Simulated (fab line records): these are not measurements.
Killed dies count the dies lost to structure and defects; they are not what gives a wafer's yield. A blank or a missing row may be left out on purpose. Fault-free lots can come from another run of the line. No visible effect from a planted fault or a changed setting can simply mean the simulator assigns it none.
Matching of chambers	flow n5Finfet	N5_FIN_SAQP_ETCH_69 on rieDiel-01: 4 sister chambers
The step etches SOC in N2/H2, stops on SiNx, target depth 150 nm. 16 wafers are shown with their chamber, then 8 later ones without.

== WAFERS PAIRED WITH THEIR CHAMBERS ==
wafer	chamber	drypumpMotorCurrentA (A)	showerheadPlenumPTorr (Torr)	throttleValvePct (%)
L076.2	1	5.2	2.47	18.23
L076.4	2	5.1	2.56	17.89
L076.6	2	5.1	2.56	17.88
L077.2	2	5.1	2.56	17.89
L077.4	3	5.7	2.67	17.89
L077.6	1	5.2	2.47	18.25
L078.3	1	5.2	2.47	18.25
L078.4	0	6.3	2.53	17.92
L078.5	1	5.2	2.47	18.23
L081.1	3	5.8	2.67	17.91
L081.2	0	6.3	2.53	17.95
L081.3	2	5.1	2.55	17.90
L081.4	1	5.2	2.47	18.26
L081.5	0	6.3	2.53	17.96
L081.6	3	5.7	2.67	17.92
L086.3	1	5.2	2.46	18.27

SIGNATURES (averages over the wafers above)
reading	chamber 0	chamber 1	chamber 2	chamber 3	scatter within a chamber
drypumpMotorCurrentA	6.300	5.200	5.100	5.733	0.0236
showerheadPlenumPTorr	2.5300	2.4683	2.5575	2.6700	0.00363
throttleValvePct	17.9433	18.2483	17.8900	17.9067	0.0153
Rule: for a wafer and a chamber, the distance is found by dividing, reading by reading, the gap between the wafer's reading and the chamber's mean by the reading's scatter, squaring, summing and taking the root. If the next closest chamber is less than 2 further off than the closest, the wafer can't be placed; otherwise it belongs to the closest. The scatter: take each reading less its chamber's mean, square it, sum over the shown wafers, divide by the number of wafers less the number of chambers, and take the root.

== WAFERS WITH NO CHAMBER GIVEN ==
wafer	drypumpMotorCurrentA (A)	showerheadPlenumPTorr (Torr)	throttleValvePct (%)
L086.4	5.8	2.66	17.94
L086.5	6.3	2.52	17.96
L087.3	5.2	2.46	18.29
L087.5	5.2	2.46	18.28
L087.6	5.7	2.66	17.92
L097.4	5.8	2.65	17.99
L097.5	6.3	2.51	18.01
L097.6	5.7	2.65	17.97

== EACH ONE'S CHAMBER ==
wafer	from the rows above	in truth
L086.4	3	3
L086.5	0	0
L087.3	1	1
L087.5	1	1
L087.6	3	3
L097.4	3	3
L097.5	0	0
L097.6	3	3
Placed correctly: 8 of 8. From these rows, 0 cannot be placed. Placed wrongly: 0.
